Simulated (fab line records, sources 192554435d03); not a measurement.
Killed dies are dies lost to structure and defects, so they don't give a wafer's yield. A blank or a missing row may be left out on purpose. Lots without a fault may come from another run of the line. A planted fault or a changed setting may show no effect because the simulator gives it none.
fab line records | flow n5_finfet
record lots=7 wafers=21
route steps=1938 shown PASSIVATION@1931
start_h: hours from the record's first day to the start of the lot's first wafer shown | wait_h: hours since the lot's step before | " the same as in the row above | L1.1+2: a row that stands for several wafers | - no value, or no start given | * or withheld: withheld | < > ~ a bound
route shown NAME@n: a module of which the file shows steps, and the number in the route of the first | usual: mean/standard deviation of fault-free wafers | same: alike in all rows | chamber/n: place in a boat | sites: the reading at each site | _std_site: their standard deviation | _edge_site: outer sites' mean less inner sites' | radius_mm: how far each site lies from the wafer's centre | mask NAME#n: copy n | behind: the tool/chamber that last shaped the wafer | hold: why the lot was held/for how many hours/how that ended | device: the transistor (n, p or np) that didn't switch | end of line: the same wafers' tests at the end of the route | a step without rows: its recipe alone | killed: dies lost to structure and defects at the first sort, not the wafer's yield | map: a wafer's dies, x killed, . not, _ none there
set.NAME: the setting as run; set.NAME@STEP: as run at that earlier step | model.NAME: the simulator's own value behind a step, which no gauge read
lots whose settings were changed on purpose; a table a step, a row a wafer
## steps
# step N5_PASSIVATION_STRIP_48
# recipe chemistry=O2 power_w=600 temp_c=60 pressure_mtorr=30 rf_frequency_hz=6e+07 bias_power_w=0 overash_fraction=0.5 o2_flow_sccm=225
# columns lot.wafer tool chamber start_h wait_h set.temp_c
L075.3 rie_diel-02 3 289.60 0.1 58.8
L075.5+6 " 0,2 " " 60
L077.1 rie_diel-02 3 333.44 0.1 60
L077.2+6 " 0,2 " " 57.29
L083.1+3+6 rie_diel-04 1,2,1 346.49 0.1 60
L080.1+3 rie_diel-04 3,0 351.81 0.1 60
L080.6 " 2 " " 62.81
L091.2+6 rie_diel-03 3,1 406.18 0.1 60
L091.5 " 2 " " 61.09
L090.3 rie_diel-04 1 425.87 0.1 56.66
L090.5+6 " 1,0 " " 60
L095.2+3 rie_diel-03 0,2 435.85 0.1 60
L095.6 " 0 " " 56.26
# step N5_PASSIVATION_STRIP_52
# recipe chemistry=post_etch_residue_remover time_s=1200 temp_c=72.5
# step N5_PASSIVATION_CLEAN_71
# recipe chemistry=IPA time_s=180 temp_c=25
# step N5_PASSIVATION_SRD_72
# recipe dry=ipa_marangoni time_s=30 temp_c=23 rinse_liquid=diw
# step N5_PASSIVATION_ANNEAL_56
# recipe temp_c=400 time_s=1800 ambient=FGA idle_temp_c=300 ramp_up_c_per_min=5 ramp_down_c_per_min=3
# step N5_PASSIVATION_PROBE_49
# usual defect_limited_yield=91.2/1.4 killed_at_M0_to_M3=34/9.3 killed_at_M4_up=14/5.9 killed_at_contacts=14/5.7 killed_at_front_end=38/10 killed_at_other=4/3.2 killed_dies=104/17 killed_open=67/13 killed_short=33/6.9 sort_bin_4_leakage=0/3.6 sort_bin_5_function=5.2/1 sort_bin_6_memory=3.3/0.61 sort_bin_8_speed=0.3/1.8 sort_n_pass=1069/52
# same gross_dies=1180 killed_at_back_side=0
# columns lot.wafer tool chamber start_h wait_h set.time_s@PASSIVATION_ETCH_54 defect_limited_yield[%] killed_at_M0_to_M3 killed_at_M4_up killed_at_contacts killed_at_front_end killed_at_other killed_dies killed_open killed_short sort_bin_4_leakage[%] sort_bin_5_function[%] sort_bin_6_memory[%] sort_bin_8_speed[%] sort_n_pass
L075.3 prober-01 - 292.20 0.1 373.2 25.3 37 13 15 32 785 882 66 34 0 71.3 3.1 0 297
L075.5 prober-01 - 292.30 0.2 373.2 54.2 35 10 23 36 437 541 58 50 0 41.3 4.0 12.5 492
L075.6 prober-01 - 292.35 0.3 440 89.4 35 12 16 35 27 125 70 31 0 7.7 2.6 0 1055
L077.1 prober-01 - 335.93 0.0 440 90.9 22 25 15 40 5 107 66 34 2 5.9 2.6 0.2 1053
L077.2 prober-01 - 335.98 0.1 440 88.3 50 23 17 36 12 138 88 38 2 7.3 4.0 0 1014
L077.6 prober-01 - 336.18 0.3 440 90.7 28 21 18 41 2 110 66 32 34 5.7 3.4 0 673
L083.1 prober-01 - 350.39 0.9 440 91.7 42 5 8 43 0 98 56 37 0 4.4 3.5 0.2 1081
L083.3 prober-01 - 350.49 1.0 440 90.1 43 16 19 34 5 117 71 45 0 5.4 4.2 0 1063
L083.6 prober-01 - 350.64 1.2 440 91.4 40 14 6 33 8 101 69 29 0 4.5 3.8 0 1079
L080.1 prober-02 - 354.79 0.0 440 92.5 20 10 13 44 1 88 59 26 0 4.1 2.8 0 1092
L080.3 prober-02 - 354.89 0.1 440 86.6 36 53 15 51 3 158 74 45 0 8.7 4.2 16.9 823
L080.6 prober-02 - 355.04 0.3 440 92.5 18 17 13 38 2 88 57 29 0 3.8 3.5 13.9 928
L091.2 prober-01 - 408.73 0.1 440 89.2 34 13 34 45 2 128 64 33 0 7.8 2.7 0 1052
L091.5 prober-01 - 408.88 0.2 381.4 76.4 24 10 17 42 185 278 57 37 0 19.7 3.2 0 902
L091.6 prober-01 - 408.93 0.3 381.4 53.4 35 18 38 61 398 550 80 39 0 41.9 3.6 0 630
L090.3 prober-02 - 428.46 0.1 440 88.7 38 2 17 69 7 133 83 40 0 7.7 3.5 0 1047
L090.5 prober-02 - 428.56 0.2 440 90.3 32 7 8 64 4 115 75 37 0 5.3 4.0 0 1065
L090.6 prober-02 - 428.61 0.3 440 89.4 38 16 13 56 2 125 68 52 31 5.9 4.0 0 690
L095.2 prober-02 - 438.45 0.1 440 90.8 25 8 15 56 4 108 56 25 0 5.6 3.1 0 1072
L095.3 prober-02 - 438.50 0.1 351.8 3.5 28 7 17 31 1056 1139 63 20 0 93.6 2.7 1.6 22
L095.6 prober-02 - 438.65 0.3 351.8 1.3 26 4 7 48 1080 1165 46 34 0 95.9 2.6 0 15
# killed by level:class
L075.3 PASSIVATION:area_etch=777 MOL_CONTACT_COAG:geometric_particle:open=11 BEOL_M0_SAQP:geometric_particle:open=9 FIN_SAQP:geometric_particle:short=8 BEOL_M0_SAQP:geometric_particle:short=8 FIN_SAQP:geometric_particle:open=6 BEOL_M1:geometric_particle:open=5 DUMMY_GATE:geometric_particle:open=4
L075.5 PASSIVATION:area_etch=429 MOL_CONTACT_COAG:geometric_particle:open=18 BEOL_M0_SAQP:geometric_particle:short=12 FIN_SAQP:geometric_particle:short=10 GATE_CUT:geometric_particle:short=10 BEOL_M0_SAQP:geometric_particle:open=7 FIN_SAQP:geometric_particle:open=5 MOL_CONTACT_COAG:geometric_particle:short=5
L075.6 PASSIVATION:area_etch=19 MOL_CONTACT_COAG:geometric_particle:open=12 DUMMY_GATE:geometric_particle:open=10 BEOL_M0_SAQP:geometric_particle:open=9 BEOL_M0_SAQP:geometric_particle:short=8 BEOL_M0:geometric_particle:open=5 BEOL_M1:geometric_particle:open=5 WELL_APT:area_peb=5
L077.1 BEOL_M4:geometric_particle:open=12 STI_FIN_REVEAL:geometric_particle:open=11 MOL_CONTACT_COAG:geometric_particle:open=8 FIN_SAQP:geometric_particle:open=6 BEOL_M0_SAQP:geometric_particle:open=5 BEOL_M1:geometric_particle:open=5 BEOL_M3:geometric_particle:open=5 STI_FIN_REVEAL:geometric_particle:short=4
L077.2 MOL_CONTACT_COAG:geometric_particle:open=14 BEOL_M4:geometric_particle:open=11 BEOL_M3:geometric_particle:open=11 BEOL_M1:geometric_particle:open=9 BEOL_M2:geometric_particle:short=9 FIN_SAQP:geometric_particle:short=7 BEOL_M0_SAQP:geometric_particle:open=7 PASSIVATION:area_etch=6
L077.6 FIN_SAQP:geometric_particle:open=11 FIN_SAQP:geometric_particle:short=10 BEOL_M4:geometric_particle:open=10 MOL_CONTACT_COAG:geometric_particle:open=9 BEOL_M3:geometric_particle:open=9 BEOL_M0_SAQP:geometric_particle:open=6 MOL_CONTACT_COAG:area_ald=6 DUMMY_GATE:geometric_particle:open=5
L083.1 BEOL_M0_SAQP:geometric_particle:short=14 BEOL_M0_SAQP:geometric_particle:open=11 BEOL_M2:geometric_particle:open=11 STI_FIN_REVEAL:geometric_particle:open=9 FIN_SAQP:geometric_particle:short=7 MOL_CONTACT_COAG:geometric_particle:open=6 STARTING-WAFER:geometric_particle:short=5 FIN_SAQP:geometric_particle:open=4
L083.3 BEOL_M0_SAQP:geometric_particle:open=17 MOL_CONTACT_COAG:geometric_particle:open=14 BEOL_M0_SAQP:geometric_particle:short=11 FIN_SAQP:geometric_particle:short=10 STI_FIN_REVEAL:geometric_particle:open=6 BEOL_M4:geometric_particle:open=6 MOL_CONTACT_COAG:geometric_particle:short=5 BEOL_M2:geometric_particle:open=5
L083.6 BEOL_M0_SAQP:geometric_particle:open=17 STI_FIN_REVEAL:geometric_particle:open=8 BEOL_M0_SAQP:geometric_particle:short=8 MOL_CONTACT_COAG:geometric_particle:open=6 BEOL_M2:geometric_particle:open=6 BEOL_M3:geometric_particle:open=6 BEOL_M4:geometric_particle:open=5 FIN_SAQP:geometric_particle:open=4
L080.1 FIN_SAQP:geometric_particle:short=12 FIN_SAQP:geometric_particle:open=8 STI_FIN_REVEAL:geometric_particle:open=8 MOL_CONTACT_COAG:geometric_particle:open=7 DUMMY_GATE:geometric_particle:open=6 MOL_CONTACT_COAG:geometric_particle:short=6 BEOL_M1:geometric_particle:open=5 BEOL_M4:geometric_particle:open=5
L080.3 BEOL_M10:area_etch=33 FIN_SAQP:geometric_particle:short=19 FIN_SAQP:geometric_particle:open=12 MOL_CONTACT_COAG:geometric_particle:open=12 BEOL_M1:geometric_particle:open=11 STI_FIN_REVEAL:geometric_particle:open=8 BEOL_M0_SAQP:geometric_particle:short=6 DUMMY_GATE:geometric_particle:open=5
L080.6 STI_FIN_REVEAL:geometric_particle:open=15 MOL_CONTACT_COAG:geometric_particle:open=11 GATE_CUT:geometric_particle:short=5 STI_FIN_REVEAL:geometric_particle:short=4 BEOL_M0_SAQP:geometric_particle:open=4 BEOL_M5:geometric_particle:short=4 FIN_SAQP:geometric_particle:short=3 BEOL_M1:geometric_particle:open=3
L091.2 MOL_CONTACT_COAG:area_etch=25 BEOL_M3:geometric_particle:open=16 FIN_SAQP:geometric_particle:open=8 GATE_CUT:geometric_particle:short=8 GATE_CUT:geometric_particle:open=7 STI_FIN_REVEAL:geometric_particle:open=5 MOL_CONTACT_COAG:geometric_particle:open=5 BEOL_M0_SAQP:geometric_particle:open=5
L091.5 PASSIVATION:area_etch=178 MOL_CONTACT_COAG:geometric_particle:open=16 BEOL_M0_SAQP:geometric_particle:short=11 STI_FIN_REVEAL:geometric_particle:open=7 BEOL_M0_SAQP:geometric_particle:open=5 GATE_CUT:geometric_particle:short=4 BEOL_M5:geometric_particle:open=4 STARTING-WAFER:geometric_particle:short=4
L091.6 PASSIVATION:area_etch=396 MOL_CONTACT_COAG:area_etch=27 STI_FIN_REVEAL:geometric_particle:open=16 BEOL_M0_SAQP:geometric_particle:open=13 FIN_SAQP:geometric_particle:open=11 BEOL_M0_SAQP:geometric_particle:short=9 MOL_CONTACT_COAG:geometric_particle:open=8 FIN_SAQP:geometric_particle:short=7
L090.3 STI_FIN_REVEAL:geometric_particle:open=26 BEOL_M0_SAQP:geometric_particle:short=12 BEOL_M0_SAQP:geometric_particle:open=10 FIN_SAQP:geometric_particle:open=8 BEOL_M2:geometric_particle:open=8 MOL_CONTACT_COAG:area_etch=8 MOL_CONTACT_COAG:geometric_particle:open=7 GATE_CUT:geometric_particle:open=5
L090.5 STI_FIN_REVEAL:geometric_particle:open=19 FIN_SAQP:geometric_particle:short=9 STI_FIN_REVEAL:geometric_particle:short=8 BEOL_M1:geometric_particle:open=8 BEOL_M2:geometric_particle:open=8 FIN_SAQP:geometric_particle:open=6 MOL_CONTACT_COAG:geometric_particle:open=5 BEOL_M0_SAQP:geometric_particle:short=4
L090.6 STI_FIN_REVEAL:geometric_particle:open=21 BEOL_M0_SAQP:geometric_particle:short=13 FIN_SAQP:geometric_particle:short=12 GATE_CUT:geometric_particle:short=11 BEOL_M0_SAQP:geometric_particle:open=9 MOL_CONTACT_COAG:geometric_particle:open=8 FIN_SAQP:geometric_particle:open=6 BEOL_M1:geometric_particle:open=5
L095.2 WELL_APT:area_peb=18 MOL_CONTACT_COAG:geometric_particle:open=12 STI_FIN_REVEAL:geometric_particle:open=9 BEOL_M0_SAQP:geometric_particle:short=9 DUMMY_GATE:geometric_particle:open=6 GATE_CUT:geometric_particle:open=6 GATE_CUT:geometric_particle:short=5 BEOL_M2:geometric_particle:open=5
L095.3 PASSIVATION:area_etch=1055 MOL_CONTACT_COAG:geometric_particle:open=12 STI_FIN_REVEAL:geometric_particle:open=11 BEOL_M2:geometric_particle:open=8 FIN_SAQP:geometric_particle:open=6 MOL_CONTACT_COAG:geometric_particle:short=5 BEOL_M1:geometric_particle:open=4 BEOL_M0_SAQP:geometric_particle:open=4
L095.6 PASSIVATION:area_etch=1078 STI_FIN_REVEAL:geometric_particle:open=12 BEOL_M0_SAQP:geometric_particle:short=9 STI_FIN_REVEAL:geometric_particle:short=7 BEOL_M3:geometric_particle:open=6 GATE_CUT:geometric_particle:short=5 MOL_CONTACT_COAG:geometric_particle:open=5 BEOL_M0_SAQP:geometric_particle:open=5
## key
split step=N5_PASSIVATION_STRIP_48 setting=temp_c stated=60 by=wafer
response none clear
split outside_this_file step=N5_PASSIVATION_ETCH_54 setting=time_s
# split outside_this_file: this setting was split too, and the file shows its column; the key of that split is in another file
